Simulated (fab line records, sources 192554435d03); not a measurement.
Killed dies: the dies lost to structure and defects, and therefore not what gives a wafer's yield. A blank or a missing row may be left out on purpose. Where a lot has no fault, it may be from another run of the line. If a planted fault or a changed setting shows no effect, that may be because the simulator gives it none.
fab line records	flow n5-finfet
record lots=14	wafers=40	last-day=18
route steps=1938 shown MOL_CONTACT_COAG@531
lots that met no fault: taken from a fault-free run of the same line
start-h: hours from the record's first day to the start of the lot's first wafer shown	wait-h: time in hours since the lot's previous step	" identical to the entry in the row above	L1.1+2: several wafers, shown together as one row	- no value, or no start given	* or withheld: withheld	< > ~ a bound
route shown NAME@n: NAME is a module with steps in the file, n the number in the route of the first one	usual: the fault-free wafers' mean and standard deviation	same: alike in all rows	chamber/n: place in a boat	sites: readings site by site	_std_site: their standard deviation	_edge_site: mean of outer sites minus mean of inner sites	radius-mm: for every site, how far away it sits from the centre of the wafer	mask NAME#n: copy n	behind: the most recent tool/chamber to have shaped the wafer	hold: what put the lot on hold/how long, in hours/how the hold closed	device: transistor that didn't switch, given as n, p or np	end of line: the route-end tests of the same wafers	step lacking rows: just its recipe	killed: dies lost to structure and defects at the first sort, not the wafer's yield	map: a wafer's dies, marking killed ones x, the rest . and places with no die _
set.NAME: the setting the step ran with; set.NAME@STEP: the setting that earlier step ran with	model.NAME: the simulator's own value behind a step, which no gauge read
one table for each step of the route and one row for each wafer, over a sample of lots
services: when a tool's chamber went out of use (start-h, in hours from the record's first day, below 0 if earlier), for how many hours, and the reason
## steps
# step N5_MOL_CONTACT_COAG_ETCH_105
# recipe chemistry=CF4	target=SiARC	target-depth-a=156	mask-material=CAR-EUV	time-s=26	ion-energy-ev=80	pressure-mtorr=40	source-w=545	bias-w=36	Ar_flow_sccm=100	cf4-flow-sccm=100	ends=cleared
# usual drypump-motor-current-A=5.7/0.44	etch-rf-on-time-s=26.0/0.62	oes-product-au=0.66/0.073	rf-vpp-V=184.0/1.2	showerhead-plenum-p-Torr=2.13/0.068	throttle-valve-pct=15.57/0.2
lot.wafer	tool	chamber	start-h	wait-h	drypump-motor-current-A	etch-rf-on-time-s	oes-product-au	rf-hours-counter-h	rf-vpp-V	showerhead-plenum-p-Torr	throttle-valve-pct
L727.3	rie-diel-03	2	86.87	0.0	5.5	25.6	0.72	62	183.4	2.16	15.30
L727.4	"	1	"	"	5.3	25.9	0.76	33	182.5	2.18	15.28
L727.5	"	3	"	"	5.7	26.0	0.62	-	182.2	2.03	15.86
L728.2	rie-diel-04	2	98.13	0.0	5.6	26.7	0.61	196	183.5	2.04	15.74
L728.5	"	0	"	"	6.7	26.1	0.59	-	182.2	2.03	15.93
L728.6	"	3	"	"	6.4	26.0	0.82	-	184.0	2.20	15.53
L729.1	rie-diel-03	0	111.91	0.0	5.6	25.3	0.65	166	183.7	2.13	15.46
L729.4	"	1	"	"	5.3	26.2	0.74	44	184.2	2.18	15.30
L729.6	"	2	"	"	5.4	25.8	0.71	-	184.7	2.16	15.34
L734.1	rie-diel-04	2	132.73	0.0	5.6	27.4	0.60	208	181.8	2.03	15.76
L734.5	"	2	"	"	5.6	27.2	0.60	-	182.4	2.03	15.77
L734.6	"	1	"	"	6.3	25.4	0.59	-	184.0	2.11	15.59
L735.2	rie-diel-03	1	138.71	0.0	5.3	26.0	0.74	55	185.4	2.17	15.33
L735.3	"	0	"	"	5.6	25.0	0.64	176	185.2	2.13	15.46
L737.1	rie-diel-03	2	151.31	0.0	5.4	26.0	0.69	88	184.0	2.15	15.37
L737.3	"	3	"	"	5.7	26.4	0.60	248	184.5	2.02	15.91
L740.1	rie-diel-04	1	171.54	0.0	6.3	25.2	0.58	251	184.3	2.10	15.64
L740.4	"	2	"	"	5.6	26.4	0.61	-	182.9	2.03	15.81
L740.5	"	3	"	"	6.4	25.9	0.76	-	185.4	2.19	15.58
L743.1	rie-diel-02	2	191.61	0.0	5.2	26.1	0.60	233	185.6	2.20	15.97
L743.2	"	3	"	"	5.6	25.0	0.64	176	183.5	2.13	15.58
L743.5	"	2	"	"	5.2	26.2	0.59	-	185.3	2.20	15.96
L745.2	rie-diel-02	3	198.13	0.0	5.6	25.1	0.63	179	183.6	2.13	15.60
L745.3	"	1	"	"	6.2	26.6	0.60	221	184.0	2.20	15.61
L745.4	"	2	"	"	5.2	26.4	0.60	236	185.1	2.20	15.97
L746.1	rie-diel-03	2	206.79	0.0	5.4	25.9	0.67	111	185.4	2.15	15.39
L746.3	"	0	"	"	5.6	25.5	0.63	203	184.5	2.12	15.52
L746.6	"	0	"	"	5.6	25.5	0.62	-	184.7	2.12	15.51
L747.2	rie-diel-04	2	208.29	0.0	5.6	27.1	0.58	240	182.8	2.02	15.82
L747.3	"	3	"	"	6.4	26.1	0.74	48	184.2	2.18	15.62
L747.5	"	0	"	"	6.7	25.8	0.78	-	185.9	2.27	15.51
L748.1	rie-diel-02	0	215.03	0.0	5.3	26.4	0.60	215	183.5	2.04	15.55
L748.3	"	3	"	"	5.6	25.2	0.63	186	182.6	2.13	15.61
L748.4	"	2	"	"	5.2	26.7	0.59	241	184.9	2.19	15.98
L750.1	rie-diel-03	2	223.83	0.0	5.4	26.0	0.66	117	184.0	2.14	15.42
L750.3	"	0	"	"	5.6	25.5	0.62	208	182.1	2.12	15.52
L750.5	"	2	"	"	5.4	26.0	0.67	-	185.2	2.14	15.41
L749.1	rie-diel-04	2	226.26	0.0	5.6	27.0	0.58	246	182.8	2.02	15.82
L749.3	"	1	"	"	6.3	24.8	0.83	9	185.4	2.10	15.17
L749.5	"	3	"	"	6.4	26.4	0.73	-	185.6	2.18	15.63
# step N5_MOL_CONTACT_COAG_ETCH_15
# recipe chemistry=CH3F/O2	target=SiNx	target-depth-a=70	mask-material=SOC	stop-on=Si:P	over-etch-frac=0.75	ion-energy-ev=120	pressure-mtorr=30	source-w=395	bias-w=73	Ar_flow_sccm=150	CH3F_flow_sccm=30	O2_flow_sccm=20
# usual drypump-motor-current-A=5.7/0.45	oes-product-au=0.57/0.062	rf-vpp-V=299/6.8	showerhead-plenum-p-Torr=1.99/0.07	throttle-valve-pct=16.30/0.22
lot.wafer	tool	chamber	start-h	wait-h	drypump-motor-current-A	oes-product-au	rf-hours-counter-h	rf-vpp-V	showerhead-plenum-p-Torr	throttle-valve-pct
L727.3	rie-diel-03	2	87.03	0.0	5.4	0.61	63	305	2.03	16.05
L727.4	"	1	"	"	5.3	0.65	33	298	2.02	15.90
L727.5	"	3	"	"	5.7	0.53	-	282	1.90	16.61
L728.2	rie-diel-04	2	98.30	0.0	5.6	0.53	196	300	1.89	16.43
L728.5	"	0	"	"	6.7	0.50	-	305	1.90	16.68
L728.6	"	3	"	"	6.4	0.71	-	307	2.07	16.34
L729.1	rie-diel-03	0	112.08	0.0	5.6	0.55	166	300	1.99	16.13
L729.4	"	1	"	"	5.3	0.64	44	299	2.02	15.95
L729.6	"	2	"	"	5.4	0.60	-	304	2.02	16.08
L734.1	rie-diel-04	2	132.89	0.0	5.6	0.53	208	299	1.89	16.48
L734.5	"	2	"	"	5.6	0.53	-	298	1.89	16.47
L734.6	"	1	"	"	6.3	0.49	-	289	1.97	16.34
L735.2	rie-diel-03	1	138.87	0.0	5.3	0.63	55	296	2.02	15.97
L735.3	"	0	"	"	5.6	0.54	176	301	1.98	16.15
L737.1	rie-diel-03	2	151.47	0.0	5.4	0.59	88	305	2.02	16.11
L737.3	"	3	"	"	5.7	0.50	248	281	1.89	16.67
L740.1	rie-diel-04	1	171.71	0.0	6.3	0.49	251	290	1.97	16.37
L740.4	"	2	"	"	5.6	0.53	-	298	1.88	16.49
L740.5	"	3	"	"	6.4	0.65	-	305	2.06	16.40
L743.1	rie-diel-02	2	191.78	0.0	5.2	0.51	233	297	2.06	16.71
L743.2	"	3	"	"	5.6	0.54	176	300	2.01	16.40
L743.5	"	2	"	"	5.2	0.51	-	297	2.06	16.70
L745.2	rie-diel-02	3	198.30	0.0	5.6	0.53	179	300	2.01	16.41
L745.3	"	1	"	"	6.2	0.52	221	308	2.07	16.39
L745.4	"	2	"	"	5.2	0.51	236	298	2.06	16.72
L746.1	rie-diel-03	2	206.95	0.0	5.4	0.58	111	303	2.01	16.14
L746.3	"	0	"	"	5.6	0.53	203	300	1.97	16.21
L746.6	"	0	"	"	5.6	0.53	-	300	1.97	16.21
L747.2	rie-diel-04	2	208.46	0.0	5.6	0.51	240	298	1.88	16.53
L747.3	"	3	"	"	6.4	0.63	48	306	2.05	16.42
L747.5	"	0	"	"	6.7	0.67	-	310	2.13	16.26
L748.1	rie-diel-02	0	215.20	0.0	5.3	0.52	215	300	1.89	16.21
L748.3	"	3	"	"	5.6	0.52	186	301	2.00	16.42
L748.4	"	2	"	"	5.2	0.52	241	297	2.06	16.71
L750.1	rie-diel-03	2	223.99	0.0	5.4	0.57	117	303	2.01	16.17
L750.3	"	0	"	"	5.6	0.52	208	299	1.97	16.22
L750.5	"	2	"	"	5.4	0.57	-	303	2.01	16.16
L749.1	rie-diel-04	2	226.42	0.0	5.6	0.51	247	299	1.88	16.53
L749.3	"	1	"	"	6.3	0.70	9	289	1.96	15.95
L749.5	"	3	"	"	6.5	0.62	-	306	2.05	16.44
# step N5_MOL_CONTACT_COAG_ETCH_110
# recipe chemistry=CF4/O2	target=Si	target-depth-a=25	time-s=8	pressure-mtorr=100	source-w=200	bias-w=12	ion-energy-ev=60	Ar_flow_sccm=100	cf4-flow-sccm=100	O2_flow_sccm=10
# usual drypump-motor-current-A=5.7/0.45	oes-product-au=0.78/0.085	rf-vpp-V=128/3.4	showerhead-plenum-p-Torr=2.22/0.07	throttle-valve-pct=10.74/0.25
lot.wafer	tool	chamber	start-h	wait-h	drypump-motor-current-A	oes-product-au	rf-hours-counter-h	rf-vpp-V	showerhead-plenum-p-Torr	throttle-valve-pct
L727.3	rie-diel-03	2	87.09	0.0	5.5	0.84	63	131	2.25	10.42
L727.4	"	1	"	"	5.3	0.90	33	127	2.26	10.36
L727.5	"	3	"	"	5.7	0.72	-	119	2.11	11.08
L728.2	rie-diel-04	2	98.36	0.0	5.6	0.72	196	128	2.12	10.94
L728.5	"	0	"	"	6.7	0.69	-	131	2.11	11.16
L728.6	"	3	"	"	6.4	0.96	-	131	2.28	10.55
L729.1	rie-diel-03	0	112.14	0.0	5.6	0.77	166	129	2.22	10.65
L729.4	"	1	"	"	5.3	0.88	44	128	2.26	10.39
L729.6	"	2	"	"	5.4	0.84	-	129	2.24	10.45
L734.1	rie-diel-04	2	132.95	0.0	5.6	0.70	208	128	2.11	10.97
L734.5	"	2	"	"	5.6	0.71	-	128	2.11	10.96
L734.6	"	1	"	"	6.3	0.69	-	123	2.19	10.89
L735.2	rie-diel-03	1	138.93	0.0	5.3	0.85	55	130	2.26	10.44
L735.3	"	0	"	"	5.6	0.36	176	129	2.21	10.69
L737.1	rie-diel-03	2	151.53	0.0	5.4	0.38	88	131	2.24	10.50
L737.3	"	3	"	"	5.7	0.27	248	120	2.10	11.15
L740.1	rie-diel-04	1	171.77	0.0	6.3	0.67	251	123	2.18	10.92
L740.4	"	2	"	"	5.6	0.69	-	130	2.11	11.01
L740.5	"	3	"	"	6.4	0.88	-	133	2.27	10.61
L743.1	rie-diel-02	2	191.84	0.0	5.2	0.70	233	127	2.28	11.19
L743.2	"	3	"	"	5.6	0.75	176	128	2.21	10.79
L743.5	"	2	"	"	5.2	0.69	-	128	2.28	11.18
L745.2	rie-diel-02	3	198.36	0.0	5.6	0.75	179	128	2.21	10.81
L745.3	"	1	"	"	6.2	0.71	221	132	2.29	10.88
L745.4	"	2	"	"	5.2	0.69	236	127	2.28	11.17
L746.1	rie-diel-03	2	207.01	0.0	5.5	0.79	111	131	2.23	10.56
L746.3	"	0	"	"	5.6	0.73	203	128	2.20	10.75
L746.6	"	0	"	"	5.6	0.73	-	128	2.20	10.76
L747.2	rie-diel-04	2	208.52	0.0	5.6	0.68	240	129	2.10	11.08
L747.3	"	3	"	"	6.4	0.86	48	132	2.27	10.67
L747.5	"	0	"	"	6.7	0.92	-	133	2.36	10.53
L748.1	rie-diel-02	0	215.26	0.0	5.3	0.70	215	130	2.12	10.81
L748.3	"	3	"	"	5.6	0.73	186	128	2.21	10.82
L748.4	"	2	"	"	5.2	0.69	241	126	2.28	11.20
L750.1	rie-diel-03	2	224.05	0.0	5.4	0.78	117	131	2.23	10.58
L750.3	"	0	"	"	5.6	0.73	208	128	2.20	10.77
L750.5	"	2	"	"	5.4	0.78	-	132	2.23	10.60
L749.1	rie-diel-04	2	226.48	0.0	5.6	0.69	247	129	2.10	11.07
L749.3	"	1	"	"	6.3	0.97	9	125	2.18	10.23
L749.5	"	3	"	"	6.4	0.85	-	132	2.26	10.69
# step N5_MOL_CONTACT_COAG_PRE_CLEAN_141
# recipe gas=H2/He	time-s=60	temp-c=300
# usual heater-power-w=460/35
lot.wafer	tool	chamber	start-h	wait-h	heater-power-w
L727.3	pvd-sputter-03	-	90.06	0.4	444
L727.4	"	-	"	"	502
L727.5	"	-	"	"	494
L728.2	pvd-sputter-01	-	100.27	0.8	412
L728.5	"	-	"	"	503
L728.6	"	-	"	"	408
L729.1	pvd-sputter-02	-	114.14	0.8	488
L729.4	"	-	"	"	422
L729.6	"	-	"	"	472
L734.1	pvd-sputter-01	-	135.75	0.7	510
L734.5	"	-	"	"	396
L734.6	"	-	"	"	505
L735.2	pvd-sputter-02	-	141.57	1.4	472
L735.3	"	-	"	"	430
L737.1	pvd-sputter-02	-	154.01	1.2	424
L737.3	"	-	"	"	472
L740.1	pvd-sputter-02	-	174.01	0.9	472
L740.4	"	-	"	"	425
L740.5	"	-	"	"	473
L743.1	pvd-sputter-01	-	193.16	0.2	398
L743.2	"	-	"	"	511
L743.5	"	-	"	"	403
L745.2	pvd-sputter-02	-	199.92	0.3	474
L745.3	"	-	"	"	462
L745.4	"	-	"	"	488
L746.1	pvd-sputter-01	-	209.75	0.4	528
L746.3	"	-	"	"	415
L746.6	"	-	"	"	477
L747.2	pvd-sputter-03	-	210.11	0.2	502
L747.3	"	-	"	"	458
L747.5	"	-	"	"	508
L748.1	pvd-sputter-03	-	217.31	0.5	497
L748.3	"	-	"	"	493
L748.4	"	-	"	"	451
L750.1	pvd-sputter-01	-	226.12	0.7	396
L750.3	"	-	"	"	477
L750.5	"	-	"	"	401
L749.1	pvd-sputter-02	-	229.54	1.9	434
L749.3	"	-	"	"	465
L749.5	"	-	"	"	470
# step N5_MOL_CONTACT_COAG_ANNEAL_113
# recipe temp-c=400	time-s=300	ambient=H2/N2
# usual anneal-temp-c=399.99/0.25	lamp-power-pct=2.81/0.14	lamp_zone_4_pct=2.81/0.14	wafer_temp_C_max=401.9/0.65
lot.wafer	tool	chamber	start-h	wait-h	anneal-temp-c	lamp-power-pct	lamp_zone_4_pct	wafer_temp_C_max
L727.3	rtp-anneal-01	0	91.16	0.6	399.52	2.93	2.93	401.7
L727.4	"	0	"	"	399.86	2.93	2.93	401.3
L727.5	"	0	"	"	400.12	2.93	2.93	401.8
L728.2	rtp-anneal-01	0	101.22	0.5	400.08	2.93	2.93	401.5
L728.5	"	0	"	"	399.83	2.93	2.93	401.3
L728.6	"	0	"	"	400.06	2.93	2.93	401.4
L729.1	rtp-anneal-02	0	115.09	0.5	400.10	2.66	2.66	402.5
L729.4	"	0	"	"	400.06	2.66	2.66	404.2
L729.6	"	0	"	"	399.97	2.65	2.66	402.1
L734.1	rtp-anneal-02	0	136.99	0.8	399.79	2.66	2.66	402.8
L734.5	"	0	"	"	399.45	2.66	2.66	401.7
L734.6	"	0	"	"	399.86	2.66	2.66	401.8
L735.2	rtp-anneal-01	0	142.52	0.5	400.14	2.93	2.93	401.7
L735.3	"	0	"	"	400.25	2.94	2.93	401.3
L737.1	rtp-anneal-01	0	154.83	0.3	400.27	2.93	2.93	401.5
L737.3	"	0	"	"	400.27	2.93	2.93	401.5
L740.1	rtp-anneal-02	0	174.95	0.5	400.19	2.66	2.66	402.9
L740.4	"	0	"	"	399.74	2.66	2.65	402.4
L740.5	"	0	"	"	399.91	2.66	2.66	402.7
L743.1	rtp-anneal-02	0	193.95	0.3	400.09	2.66	2.66	402.5
L743.2	"	0	"	"	400.36	2.66	2.66	402.7
L743.5	"	0	"	"	400.07	2.66	2.66	402.3
L745.2	rtp-anneal-02	0	200.97	0.6	399.50	2.66	2.66	402.9
L745.3	"	0	"	"	399.63	2.66	2.66	401.7
L745.4	"	0	"	"	399.71	2.66	2.66	402.1
L746.1	rtp-anneal-01	0	210.56	0.3	399.70	2.93	2.93	401.1
L746.3	"	0	"	"	400.20	2.93	2.93	401.1
L746.6	"	0	"	"	400.25	2.94	2.93	401.0
L747.2	rtp-anneal-02	0	211.26	0.7	400.31	2.66	2.66	402.7
L747.3	"	0	"	"	400.17	2.66	2.66	401.8
L747.5	"	0	"	"	400.27	2.66	2.66	402.8
L748.1	rtp-anneal-01	0	218.11	0.3	399.73	2.93	2.93	401.2
L748.3	"	0	"	"	399.83	2.93	2.93	401.6
L748.4	"	0	"	"	400.07	2.93	2.93	402.5
L750.1	rtp-anneal-02	0	226.97	0.4	400.25	2.66	2.66	402.3
L750.3	"	0	"	"	400.48	2.66	2.66	402.5
L750.5	"	0	"	"	400.06	2.66	2.66	402.6
L749.1	rtp-anneal-01	0	230.34	0.3	400.10	2.93	2.93	401.3
L749.3	"	0	"	"	399.92	2.93	2.94	401.5
L749.5	"	0	"	"	400.15	2.93	2.93	401.5
## services
tool	chamber	start-h	hours	kind
rie-diel-04	3	64.18	-	clean
rie-diel-04	3	64.18	-	consumable-replace:focus-ring
rie-diel-04	3	64.18	21.7	scheduled-down
rie-diel-04	3	64.18	21.7	vent-cycle
rie-diel-03	0	64.56	13.4	repair
rie-diel-02	0	79.64	8.6	repair
rie-diel-02	1	79.64	3.7	repair
pvd-sputter-01	-	86.52	4.8	repair
pvd-sputter-01	-	137.17	2.2	repair
rie-diel-02	-	145.40	4.3	pm
rie-diel-03	3	158.12	-	clean
rie-diel-03	3	158.12	-	consumable-replace:focus-ring
rie-diel-03	3	158.12	-	consumable-replace:showerhead
rie-diel-03	3	158.12	16.4	scheduled-down
rie-diel-03	3	158.12	16.4	vent-cycle
rie-diel-02	-	163.03	3.2	repair
rie-diel-04	0	165.28	-	clean
rie-diel-04	0	165.28	-	consumable-replace:focus-ring
rie-diel-04	0	165.28	-	consumable-replace:showerhead
rie-diel-04	0	165.28	18.7	scheduled-down
rie-diel-04	0	165.28	18.7	vent-cycle
rie-diel-04	1	184.08	-	clean
rie-diel-03	3	189.80	9.6	repair
rie-diel-03	-	219.02	2.8	pm
## key
first-sign step=N5_MOL_CONTACT_COAG_ETCH_110	reading=oes-product-au	direction=down	sigmas=5.1	usual=0.78	struck=0.34
effect none on later readings
met-at N5_MOL_CONTACT_COAG_ETCH_15
struck-lots L735,L737
struck-wafers L735.3,L737.1,L737.3
later-rows-left-out L735.3,L737.1,L737.3
sort-left-out L735.3,L737.1,L737.3
tester-left-out L735,L737
not-acting-at N5_MOL_CONTACT_COAG_ETCH_105,N5_MOL_CONTACT_COAG_PRE_CLEAN_141,N5_MOL_CONTACT_COAG_ANNEAL_113
onset-between 112.08 138.87
fault kind=process-parameter-drift	tool=rie-diel-03	chamber=-	onset-h=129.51	steps=N5_MOL_CONTACT_COAG_ETCH_15	channel=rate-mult	offset=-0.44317	shape=step	end-h=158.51	scope=struck-wafers-only
# tester-left-out: of these lots the tester's yield and bins aren't shown, on N5 and GAA mostly nor the transistor test; their killed dies are dies lost to structure and defects alone, not to doping, threshold or leakage, so they don't give the yield
# sort-left-out: the simulated sort isn't trusted on such a fault, so these wafers' sort isn't shown, and their yield isn't known
# later-rows-left-out: the simulator's readings of these wafers behind a module that went badly wrong aren't trusted and aren't shown, but for the sort
